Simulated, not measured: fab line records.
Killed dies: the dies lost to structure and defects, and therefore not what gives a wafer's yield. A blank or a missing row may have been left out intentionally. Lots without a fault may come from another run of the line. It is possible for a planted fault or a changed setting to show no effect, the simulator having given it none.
Chamber matching | flow n5-finfet | ald-metal-01 running N5_BEOL_M9_ALD_74: 4 sister chambers
The step deposits TaN, target thk 2 nm, pulse time 2 s, purge time 3 s. 4 wafers are shown with their chamber, then 12 later ones without.

## WAFERS WITH THEIR CHAMBER
wafer  | chamber | heater-power-w (W)
L085.6 | 0       | 482
L089.1 | 3       | 406
L089.5 | 2       | 423
L089.6 | 1       | 335

## WAFERS MISSING THEIR CHAMBER
wafer  | heater-power-w (W)
L090.3 | 405
L090.4 | 326
L090.5 | 467
L093.3 | 322
L093.4 | 425
L093.6 | 331
L094.1 | 412
L094.2 | 479
L094.5 | 428
L095.1 | 421
L095.4 | 482
L095.5 | 425

## CHAMBER TAKEN BY EACH
wafer  | from the rows above     | in truth
L090.3 | 3                       | 3
L090.4 | 1                       | 1
L090.5 | 0                       | 0
L093.3 | 1                       | 1
L093.4 | 2                       | 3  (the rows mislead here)
L093.6 | 1                       | 1
L094.1 | can't be placed: 3 or 2 | 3
L094.2 | 0                       | 0
L094.5 | 2                       | 2
L095.1 | can't be placed: 2 or 3 | 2
L095.4 | 0                       | 0
L095.5 | 2                       | 2
Correct placement for 9 of the 12. From these rows, 2 cannot be placed; in 2 the true chamber is one of the candidates. Number placed wrongly: 1.
How it was worked out, from the rows above alone: a wafer's distance from a chamber is the root of the sum, over the readings, of the square of ((its reading less the chamber's mean) divided by the reading's scatter). If the next closest chamber is less than 2 further off than the closest, the wafer can't be placed; otherwise it belongs to the closest. The mean given for a chamber averages the wafers shown for that chamber. The scatter: with one shown wafer a chamber, the root of the mean of the squares of how far each hidden wafer lies from its nearest shown one.
